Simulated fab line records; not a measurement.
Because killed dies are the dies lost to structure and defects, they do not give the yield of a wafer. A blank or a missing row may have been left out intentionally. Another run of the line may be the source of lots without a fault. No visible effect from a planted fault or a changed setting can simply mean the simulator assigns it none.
fab line records	flow n5-finfet	part 1 of 2: steps 1 to 23 of 28
record: lots: 5	wafers: 15	last-day: 17
route steps=1938 shown HKMG_FIN@464 GATE_CUT@465
lots that met no fault: taken from a fault-free run of the same line
start-h: start of the lot's first displayed wafer, in hours after the record's first day	wait-h: how many hours have passed since the lot's step before this one	" as in the row above	L1.1+2: a row that stands for several wafers	- no value present, or no start provided	* or withheld: withheld	< > ~ a bound
route shown NAME@n: a module of which the file shows steps, and the number in the route of the first	usual: mean and standard deviation over wafers with no fault	same: alike in all rows	chamber/n: place in a boat	sites: each site's reading	_std_site: standard deviation across them	_edge_site: mean of outer sites minus mean of inner sites	radius-mm: for every site, how far away it sits from the centre of the wafer	mask NAME#n: copy n	behind: the last tool/chamber to shape the wafer	hold: cause of the lot's hold/its duration in hours/its outcome	device: transistor that didn't switch, given as n, p or np	end of line: at the end of the route, the tests of the same wafers	a step given without rows: its recipe and nothing more	killed: not the wafer's yield, but the dies lost to structure and defects at the first sort	map: per-die view of a wafer (x killed, . not killed, _ where there is no die)
set.NAME: the setting as run; set.NAME@STEP: as run at that earlier step	model.NAME: the simulator's own value behind a step, which no gauge read
lots at selected steps of the route; one table per step, one row per wafer
services: when a tool's chamber went out of use (start-h, in hours from the record's first day, below 0 if earlier), for how many hours, and the reason
== steps ==
step: N5_HKMG_FIN_INSPECT_28
recipe: inspect-instrument: darkfield	mode: post-cmp
usual: raw-defect-count: 43/18
lot.wafer	tool	chamber	start-h	wait-h	raw-defect-count
L074.1	defect-inspect-02	-	92.67	0.0	52
L074.2	"	-	"	"	37
L074.4	"	-	"	"	48
L076.1	defect-inspect-02	-	93.89	0.0	48
L076.2	"	-	"	"	64
L076.3	"	-	"	"	63
L086.2	defect-inspect-02	-	158.37	0.0	46
L086.3	"	-	"	"	26
L086.4	"	-	"	"	32
L088.2	defect-inspect-02	-	167.44	0.0	40
L088.3	"	-	"	"	63
L088.4	"	-	"	"	61
L094.2	defect-inspect-01	-	202.56	0.0	23
L094.3	"	-	"	"	30
L094.4	"	-	"	"	45
step: N5_GATE_CUT_ETCHBACK_00
recipe: chemistry: SF6/Cl2	target: W	pressure-mtorr: 8	icp-w: 900	bias-w: 80	SF6_flow_sccm: 40	Cl2_flow_sccm: 60
usual: drypump-motor-current-A: 5.61/0.28	oes-product-au: 0.76/0.14	rf-fwd-power-W: 894.3/2.9	throttle-valve-pct: 27.5/0.39
lot.wafer	tool	chamber	start-h	wait-h	drypump-motor-current-A	oes-product-au	rf-fwd-power-W	rf-hours-counter-h	throttle-valve-pct
L074.1	rie-metal-03	1	92.71	0.0	5.24	0.90	899.9	13	27.1
L074.2	"	0	"	"	5.93	0.60	896.4	138	27.5
L074.4	"	0	"	"	5.91	0.60	897.7	-	27.5
L076.1	rie-metal-01	0	93.92	0.0	5.59	0.91	899.1	6	27.2
L076.2	"	1	"	"	5.38	0.70	894.2	63	27.9
L076.3	"	0	"	"	5.58	0.91	896.4	-	27.2
L086.2	rie-metal-03	0	158.40	0.0	5.94	0.99	899.3	0	27.2
L086.3	"	1	"	"	5.26	0.87	895.6	-	27.2
L086.4	"	0	"	"	5.94	0.99	893.9	-	27.2
L088.2	rie-metal-02	1	167.47	0.0	5.93	0.63	892.9	110	28.1
L088.3	"	0	"	"	5.78	0.60	890.5	-	27.9
L088.4	"	1	"	"	5.90	0.63	894.0	-	28.1
L094.2	rie-metal-03	0	202.59	0.0	5.94	0.94	892.9	4	27.2
L094.3	"	0	"	"	5.92	0.95	895.5	-	27.2
L094.4	"	1	"	"	5.27	0.85	890.1	-	27.2
step: N5_GATE_CUT_ETCH_56
recipe: chemistry: Cl2/Ar	target: TiN	target-depth-a: 216	pressure-mtorr: 10	icp-w: 600	bias-w: 60	Cl2_flow_sccm: 40	Ar_flow_sccm: 60
usual: drypump-motor-current-A: 5.61/0.28	oes-product-au: 0.76/0.14	rf-fwd-power-W: 595.0/1.9	throttle-valve-pct: 20.9/0.32
lot.wafer	tool	chamber	start-h	wait-h	drypump-motor-current-A	oes-product-au	rf-fwd-power-W	rf-hours-counter-h	throttle-valve-pct
L074.1	rie-metal-03	1	92.83	0.1	5.25	0.89	599.2	13	20.6
L074.2	"	0	"	"	5.94	0.61	595.5	138	20.8
L074.4	"	0	"	"	5.89	0.60	594.2	-	20.8
L076.1	rie-metal-01	0	94.04	0.1	5.56	0.91	593.8	6	20.6
L076.2	"	1	"	"	5.37	0.70	596.9	64	21.1
L076.3	"	0	"	"	5.59	0.92	594.6	-	20.6
L086.2	rie-metal-03	0	158.52	0.1	5.94	1.01	597.9	0	20.4
L086.3	"	1	"	"	5.26	0.86	593.7	-	20.6
L086.4	"	0	"	"	5.92	1.01	598.5	-	20.4
L088.2	rie-metal-02	1	167.59	0.1	5.91	0.64	592.7	110	21.3
L088.3	"	0	"	"	5.79	0.60	592.1	-	21.2
L088.4	"	1	"	"	5.92	0.63	593.4	-	21.3
L094.2	rie-metal-03	0	202.71	0.1	5.92	0.95	593.5	4	20.4
L094.3	"	0	"	"	5.89	0.95	594.0	-	20.4
L094.4	"	1	"	"	5.26	0.84	597.3	-	20.6
step: N5_GATE_CUT_ETCHBACK_30
recipe: chemistry: Cl2/Ar	target: TiN	target-depth-a: 30	mode: isotropic	pressure-mtorr: 10	icp-w: 600	bias-w: 60	Cl2_flow_sccm: 40	Ar_flow_sccm: 60
usual: drypump-motor-current-A: 5.62/0.28	oes-product-au: 0.76/0.14	rf-fwd-power-W: 586.0/2.4	throttle-valve-pct: 20.9/0.32
lot.wafer	tool	chamber	start-h	wait-h	drypump-motor-current-A	oes-product-au	rf-fwd-power-W	rf-hours-counter-h	throttle-valve-pct
L074.1	rie-metal-03	1	92.92	0.1	5.28	0.88	587.2	13	20.6
L074.2	"	0	"	"	5.94	0.60	590.1	138	20.8
L074.4	"	0	"	"	5.95	0.61	585.7	-	20.8
L076.1	rie-metal-01	0	94.13	0.1	5.61	0.92	586.8	6	20.6
L076.2	"	1	"	"	5.38	0.70	587.4	64	21.1
L076.3	"	0	"	"	5.60	0.92	588.8	-	20.6
L086.2	rie-metal-03	0	158.61	0.1	5.94	1.01	589.5	0	20.4
L086.3	"	1	"	"	5.27	0.86	582.2	-	20.6
L086.4	"	0	"	"	5.94	1.01	589.2	-	20.4
L088.2	rie-metal-02	1	167.68	0.1	5.90	0.63	586.4	110	21.2
L088.3	"	0	"	"	5.81	0.60	588.5	-	21.2
L088.4	"	1	"	"	5.89	0.63	586.9	-	21.3
L094.2	rie-metal-03	0	202.80	0.1	5.93	0.95	586.8	4	20.4
L094.3	"	0	"	"	5.94	0.95	588.2	-	20.4
L094.4	"	1	"	"	5.25	0.84	582.5	-	20.6
step: N5_GATE_CUT_VAPOR_ETCH_60
recipe: chemistry: BCl3/Cl2	target: HfO2	mode: isotropic
usual: drypump-motor-current-A: 5.61/0.28	oes-product-au: 0.76/0.14
lot.wafer	tool	chamber	start-h	wait-h	drypump-motor-current-A	oes-product-au
L074.1	rie-metal-03	1	92.95	0.0	5.25	0.90
L074.2	"	0	"	"	5.94	0.60
L074.4	"	0	"	"	5.92	0.60
L076.1	rie-metal-01	0	94.16	0.0	5.56	0.92
L076.2	"	1	"	"	5.36	0.69
L076.3	"	0	"	"	5.56	0.91
L086.2	rie-metal-03	0	158.64	0.0	5.94	1.00
L086.3	"	1	"	"	5.28	0.86
L086.4	"	0	"	"	5.95	0.99
L088.2	rie-metal-02	1	167.71	0.0	5.89	0.63
L088.3	"	0	"	"	5.80	0.60
L088.4	"	1	"	"	5.91	0.63
L094.2	rie-metal-03	0	202.83	0.0	5.92	0.95
L094.3	"	0	"	"	5.92	0.95
L094.4	"	1	"	"	5.24	0.85
step: N5_GATE_CUT_ETCH_58
recipe: chemistry: CH3F/O2	target: SiNx	target-depth-a: 170	time-s: 128.6	ion-energy-ev: 50	pressure-mtorr: 30	source-w: 415	bias-w: 21	Ar_flow_sccm: 150	CH3F_flow_sccm: 30	O2_flow_sccm: 20
usual: CH3F_flow_sccm: 29.98/0.09	O2_flow_sccm: 20.00/0.061	drypump-motor-current-A: 5.7/0.48	oes-product-au: 0.80/0.098	rf-fwd-power-W: 413.2/1.5	rf-vpp-V: 99.3/0.94	showerhead-plenum-p-Torr: 2.00/0.085	throttle-valve-pct: 16.41/0.18
lot.wafer	tool	chamber	start-h	wait-h	CH3F_flow_sccm	O2_flow_sccm	drypump-motor-current-A	oes-product-au	rf-fwd-power-W	rf-hours-counter-h	rf-vpp-V	showerhead-plenum-p-Torr	throttle-valve-pct
L074.1	rie-diel-02	2	93.00	0.0	29.99	19.90	5.8	0.92	414.2	14	100.5	2.11	16.07
L074.2	"	0	"	"	29.94	20.07	5.8	0.73	415.2	166	99.7	2.00	16.55
L074.4	"	3	"	"	30.04	20.00	5.7	1.01	415.5	1	99.6	1.97	16.21
L076.1	rie-diel-05	1	94.21	0.0	29.90	19.99	6.3	0.71	414.8	171	99.3	1.99	16.51
L076.2	"	2	"	"	29.99	20.00	5.5	0.85	411.3	63	99.1	1.95	16.29
L076.3	"	0	"	"	29.93	20.06	5.4	0.71	412.5	201	99.5	1.89	16.35
L086.2	rie-diel-05	0	158.69	0.0	30.01	20.01	5.4	0.70	414.5	219	99.6	1.88	16.38
L086.3	"	1	"	"	30.13	19.98	6.3	0.69	412.8	191	99.5	1.98	16.56
L086.4	"	2	"	"	29.84	19.96	5.5	0.81	414.7	82	98.4	1.94	16.36
L088.2	rie-diel-04	2	167.76	0.0	29.99	19.90	6.2	0.87	411.8	34	99.3	2.12	16.49
L088.3	"	0	"	"	29.93	20.01	4.8	0.98	412.3	0	98.5	2.14	16.08
L088.4	"	1	"	"	29.89	20.06	5.2	0.71	413.1	220	100.3	1.98	16.50
L094.2	rie-diel-04	2	202.88	0.0	29.99	19.97	6.1	0.86	411.0	44	100.4	2.12	16.47
L094.3	"	1	"	"	30.00	20.01	5.1	0.70	414.5	230	99.6	1.98	16.53
L094.4	"	0	"	"	30.12	20.06	4.8	0.92	412.6	11	99.9	2.13	16.11
step: N5_GATE_CUT_STRIP_59
recipe: chemistry: N2/H2	time-s: 20	power-w: 100	temp-c: 40	pressure-mtorr: 100	rf-frequency-hz: 6e+07	bias-power-w: 3	n2-flow-sccm: 300	h2-flow-sccm: 300
usual: drypump-motor-current-A: 5.7/0.48	oes-product-au: 0.80/0.095	rf-vpp-V: 45.3/0.86	showerhead-plenum-p-Torr: 3.39/0.13	throttle-valve-pct: 12.33/0.23
lot.wafer	tool	chamber	start-h	wait-h	drypump-motor-current-A	oes-product-au	rf-hours-counter-h	rf-vpp-V	showerhead-plenum-p-Torr	throttle-valve-pct
L074.1	rie-diel-02	2	93.10	0.1	5.8	0.91	14	46.7	3.59	12.06
L074.2	"	0	"	"	5.7	0.72	166	45.5	3.38	12.46
L074.4	"	3	"	"	5.7	1.02	1	44.8	3.34	12.14
L076.1	rie-diel-05	1	94.31	0.1	6.3	0.72	171	44.5	3.39	12.54
L076.2	"	2	"	"	5.5	0.85	63	44.8	3.29	12.11
L076.3	"	0	"	"	5.3	0.72	201	45.0	3.24	12.56
L086.2	rie-diel-05	0	158.80	0.1	5.4	0.70	219	45.8	3.23	12.60
L086.3	"	1	"	"	6.3	0.71	191	45.1	3.38	12.60
L086.4	"	2	"	"	5.5	0.83	83	44.3	3.28	12.15
L088.2	rie-diel-04	2	167.86	0.1	6.2	0.86	34	45.6	3.58	12.28
L088.3	"	0	"	"	4.8	0.98	0	44.4	3.61	11.88
L088.4	"	1	"	"	5.1	0.70	220	45.3	3.33	12.37
L094.2	rie-diel-04	2	202.98	0.1	6.2	0.86	44	45.4	3.57	12.29
L094.3	"	1	"	"	5.2	0.70	230	46.0	3.33	12.40
L094.4	"	0	"	"	4.8	0.92	11	45.6	3.60	11.94
step: N5_GATE_CUT_PRECLEAN_31
recipe: temp-c: 23	chemistry: DIW	time-s: 300
lot.wafer	tool	chamber	start-h	wait-h
L074.1+2+4	wet-bench-05	1,4,5	93.19	0.1
L076.1+2+3	wet-bench-03	0,7,3	94.40	0.1
L086.2+3+4	wet-bench-06	5,2,1	158.88	0.1
L088.2+3+4	wet-bench-06	2,1,3	167.95	0.1
L094.2+3+4	wet-bench-06	3,0,2	203.06	0.1
step: N5_GATE_CUT_SRD_32
recipe: time-s: 30	temp-c: 23	rinse-liquid: diw	dry: ipa-marangoni
lot.wafer	tool	chamber	start-h	wait-h
L074.1+2+4	wet-bench-05	1,4,5	93.36	0.0
L076.1+2+3	wet-bench-03	0,7,3	94.48	0.0
L086.2+3+4	wet-bench-06	5,2,1	158.96	0.0
L088.2+3+4	wet-bench-06	2,1,3	168.03	0.0
L094.2+3+4	wet-bench-06	3,0,2	203.15	0.0
step: N5_GATE_CUT_SAC_CAP_01
recipe: material: SiNx	target-thk-a: 240	temp-c: 400	ald-precursor-family: SiH2I2	ald-co-reactant: N2/H2-plasma	pulse-time-s: 1	ald-cycles: 480	purge-time-s: 2	co-reactant-purge-time-s: 2	pressure-torr: 2
usual: heater-power-w: 859/71	precursor-pulse-height-rel: 0.999/0.02
lot.wafer	tool	chamber	start-h	wait-h	heater-power-w	precursor-pulse-height-rel
L074.1	ald-sin-02	1	93.78	0.4	818	1.022
L074.2	"	0	"	"	973	1.013
L074.4	"	3	"	"	943	0.978
L076.1	ald-sin-03	1	94.79	0.3	803	0.974
L076.2	"	2	"	"	825	1.023
L076.3	"	3	"	"	751	1.016
L086.2	ald-sin-01	1	159.01	0.0	827	0.971
L086.3	"	3	"	"	855	0.979
L086.4	"	0	"	"	949	0.991
L088.2	ald-sin-02	3	168.08	0.0	946	0.991
L088.3	"	0	"	"	961	1.043
L088.4	"	2	"	"	911	1.005
L094.2	ald-sin-03	3	203.20	0.0	737	1.018
L094.3	"	0	"	"	760	1.032
L094.4	"	2	"	"	863	1.017
step: N5_GATE_CUT_PECVD_57
recipe: material: SiNx	target-thk-a: 210	temp-c: 400	precursor: SiH4/NH3/N2	pressure-torr: 1.5	rf-w: 300
usual: heater-power-w: 794/93	rf-fwd-power-W: 297.5/1.3	showerhead-plenum-p-Torr: 5.15/0.077	throttle-valve-pct: 40.3/2
lot.wafer	tool	chamber	start-h	wait-h	heater-power-w	rf-fwd-power-W	showerhead-plenum-p-Torr	throttle-valve-pct
L074.1	pecvd-02	1	95.97	1.1	737	296.4	5.15	42.3
L074.2	"	2	"	"	700	298.7	5.17	41.5
L074.4	"	1	"	"	759	296.9	5.15	42.4
L076.1	pecvd-04	2	96.98	1.1	692	298.7	5.06	36.9
L076.2	"	0	"	"	786	298.4	5.22	39.0
L076.3	"	1	"	"	876	295.5	5.10	40.0
L086.2	pecvd-03	2	161.20	1.1	699	298.2	5.18	37.9
L086.3	"	0	"	"	1002	298.6	5.23	42.9
L086.4	"	1	"	"	875	295.0	4.99	41.9
L088.2	pecvd-02	0	170.27	1.1	820	297.0	5.22	39.3
L088.3	"	1	"	"	734	297.3	5.15	42.4
L088.4	"	1	"	"	713	296.5	5.15	42.1
L094.2	pecvd-02	1	205.39	1.1	630	294.6	5.15	42.0
L094.3	"	0	"	"	743	297.3	5.22	39.8
L094.4	"	1	"	"	627	296.0	5.15	42.3
step: N5_GATE_CUT_CMP_02
recipe: stop-on: SiO2	t-overpolish-s: 12.7	post-cmp-clean: alkaline-brush	down-force-psi: 2.5	platen-rpm: 51.8	pad-velocity-m-s: 1.0307	target-thk-nm: 0
usual: motor-current-A: 9.2/0.95	overpolish-run-s: 12.701/0.0086	slurry-flow-ml-min: 149.9/0.5	time-to-endpoint-s: 24.1/2.6
same: t-overpolish-s: 12.7
lot.wafer	tool	chamber	start-h	wait-h	motor-current-A	overpolish-run-s	slurry-flow-ml-min	time-to-endpoint-s
L074.1	cmp-03	2	96.08	0.1	8.0	12.690	149.8	25.9
L074.4	"	3	"	"	9.8	12.709	149.3	25.3
L074.2	"	0	"	"	8.9	12.704	150.0	24.8
L076.1	cmp-04	3	97.05	0.1	10.7	12.706	149.2	22.0
L076.3	"	0	"	"	10.1	12.705	149.6	26.0
L076.2	"	2	"	"	7.8	12.705	150.4	30.4
L086.4	cmp-04	3	161.28	0.0	10.3	12.726	149.8	20.3
L086.3	"	1	"	"	8.7	12.699	149.0	24.1
L086.2	"	2	"	"	8.2	12.701	149.6	28.2
L088.4	cmp-04	0	170.39	0.1	9.6	12.705	150.7	25.3
L088.2	"	1	"	"	8.5	12.688	151.0	21.1
L088.3	"	2	"	"	8.1	12.699	148.9	24.9
L094.2	cmp-02	3	205.49	0.1	8.5	12.696	149.9	22.1
L094.3	"	0	"	"	9.6	12.716	148.6	22.3
L094.4	"	2	"	"	8.7	12.711	149.3	25.6
step: N5_GATE_CUT_HM_DEP_46
recipe: material: SiO2	target-thk-a: 1300	temp-c: 400	precursor: TEOS/O2	pressure-torr: 6.5	rf-w: 900	teos-flow-sccm: 161.4	gas: O2	flow-sccm: 2650	time-s: 26.6
usual: heater-power-w: 599/97	rf-fwd-power-W: 891/4.6	showerhead-plenum-p-Torr: 8.34/0.044	throttle-valve-pct: 18.7/0.98
lot.wafer	tool	chamber	start-h	wait-h	heater-power-w	rf-fwd-power-W	showerhead-plenum-p-Torr	throttle-valve-pct
L074.1	pecvd-04	1	96.37	0.0	547	894	8.35	18.8
L074.2	"	2	"	"	564	898	8.29	17.3
L074.4	"	0	"	"	606	892	8.38	18.4
L076.1	pecvd-03	1	97.38	0.0	692	885	8.28	19.2
L076.2	"	0	"	"	633	887	8.39	19.9
L076.3	"	2	"	"	491	897	8.37	17.3
L086.2	pecvd-04	2	161.61	0.0	571	893	8.31	17.1
L086.3	"	0	"	"	669	890	8.39	18.3
L086.4	"	1	"	"	680	890	8.33	18.6
L088.2	pecvd-03	0	170.68	0.0	771	894	8.40	20.0
L088.3	"	2	"	"	508	895	8.37	17.5
L088.4	"	1	"	"	752	886	8.27	19.5
L094.2	pecvd-04	1	205.82	0.0	671	897	8.32	18.7
L094.3	"	2	"	"	583	890	8.32	17.2
L094.4	"	1	"	"	677	894	8.33	18.9
step: N5_GATE_CUT_COAT_34
recipe: resist: SOC	temp-c: 250	time-s: 60	spin-rpm: 1500	resist-thk-nm: 60
lot.wafer	tool	chamber	start-h	wait-h
L074.1+2+4	litho-track-04	0	96.44	0.0
L076.1+2+3	litho-track-01	0	97.45	0.0
L086.2+3+4	litho-track-01	0	161.68	0.0
L088.2+3+4	litho-track-03	0	170.75	0.0
L094.2+3+4	litho-track-01	0	205.89	0.0
step: N5_GATE_CUT_COAT_35
recipe: resist: SiARC	temp-c: 220	time-s: 60	spin-rpm: 1500	resist-thk-nm: 10
lot.wafer	tool	chamber	start-h	wait-h
L074.1+2+4	litho-track-04	0	-	-
L076.1+2+3	litho-track-01	0	-	-
L086.2+3+4	litho-track-01	0	-	-
L088.2+3+4	litho-track-03	0	-	-
L094.2+3+4	litho-track-01	0	-	-
step: N5_GATE_CUT_COAT_27
recipe: resist: underlayer	temp-c: 205	time-s: 60	spin-rpm: 1500	resist-thk-nm: 10
lot.wafer	tool	chamber	start-h	wait-h
L074.1+2+4	litho-track-04	0	-	-
L076.1+2+3	litho-track-01	0	-	-
L086.2+3+4	litho-track-01	0	-	-
L088.2+3+4	litho-track-03	0	-	-
L094.2+3+4	litho-track-01	0	-	-
step: N5_GATE_CUT_COAT_07
recipe: resist: CAR-EUV	spin-rpm: 1500	resist-thk-nm: 30
lot.wafer	tool	chamber	start-h	wait-h
L074.1+2+4	litho-track-04	0	-	-
L076.1+2+3	litho-track-01	0	-	-
L086.2+3+4	litho-track-01	0	-	-
L088.2+3+4	litho-track-03	0	-	-
L094.2+3+4	litho-track-01	0	-	-
step: N5_GATE_CUT_EBR_09
recipe: solvent: PGMEA	ebr-width-mm: 1.5
lot.wafer	tool	chamber	start-h	wait-h
L074.1+2+4	litho-track-04	0	-	-
L076.1+2+3	litho-track-01	0	-	-
L086.2+3+4	litho-track-01	0	-	-
L088.2+3+4	litho-track-03	0	-	-
L094.2+3+4	litho-track-01	0	-	-
step: N5_GATE_CUT_SOFTBAKE_08
recipe: temp-c: 110	time-s: 60	resist: CAR-EUV
lot.wafer	tool	chamber	start-h	wait-h
L074.1+2+4	litho-track-04	0	-	-
L076.1+2+3	litho-track-01	0	-	-
L086.2+3+4	litho-track-01	0	-	-
L088.2+3+4	litho-track-03	0	-	-
L094.2+3+4	litho-track-01	0	-	-
step: N5_GATE_CUT_EXPOSE_10
recipe: mask-id: GATE_CUT	na: 0.33	source-shape: annular	sigma-inner: 0.35	sigma-outer: 0.8	polarization: unpolarized	target-cd-nm: 20	dose-mj: 43.25
same: na: 0.33	sigma-inner: 0.35
lot.wafer	tool	chamber	start-h	wait-h	mask
L074.1+2+4	euv-scanner-02	0	96.58	-	GATE_CUT#0
L076.1+2+3	euv-scanner-02	0	97.59	-	GATE_CUT#0
L086.2+3+4	euv-scanner-02	0	161.83	-	GATE_CUT#0
L088.2+3+4	euv-scanner-02	0	170.92	-	GATE_CUT#0
L094.2+3+4	euv-scanner-02	0	206.03	-	GATE_CUT#0
step: N5_GATE_CUT_PEB_11
recipe: peb-temp-c: 100	peb-time-s: 60	resist: CAR-EUV
same: peb-time-s: 60
lot.wafer	tool	chamber	start-h	wait-h
L074.1+2+4	litho-track-01	0	96.64	0.1
L076.1+2+3	litho-track-01	0	97.65	0.1
L086.2+3+4	litho-track-04	0	161.88	0.1
L088.2+3+4	litho-track-03	0	170.98	0.1
L094.2+3+4	litho-track-01	0	206.09	0.1
step: N5_GATE_CUT_DEVELOP_12
recipe: develop-time-s: 30	developer: TMAH	resist: CAR-EUV	rinse-liquid: surfactant-rinse	dry: air-spin	dev-temp-c: 23
same: develop-time-s: 30
lot.wafer	tool	chamber	start-h	wait-h
L074.1+2+4	litho-track-01	0	-	-
L076.1+2+3	litho-track-01	0	-	-
L086.2+3+4	litho-track-04	0	-	-
L088.2+3+4	litho-track-03	0	-	-
L094.2+3+4	litho-track-01	0	-	-
step: N5_GATE_CUT_CD_MEAS_13
recipe: target-cd-nm: 20	landing-energy-ev: 500	detector: se-inlens
usual: cd-nm: 20.01/0.28
lot.wafer	tool	chamber	start-h	wait-h	cd-nm
L074.1	cd-sem-02	0	96.71	-	19.58
L074.2	"	0	"	"	19.55
L074.4	"	0	"	"	19.77
L076.1	cd-sem-03	0	97.72	-	19.54
L076.2	"	0	"	"	19.57
L076.3	"	0	"	"	19.75
L086.2	cd-sem-03	0	161.95	-	19.69
L086.3	"	0	"	"	20.26
L086.4	"	0	"	"	20.27
L088.2	cd-sem-01	0	171.05	-	20.22
L088.3	"	0	"	"	20.00
L088.4	"	0	"	"	20.07
L094.2	cd-sem-01	0	206.16	-	19.26
L094.3	"	0	"	"	19.50
L094.4	"	0	"	"	20.09
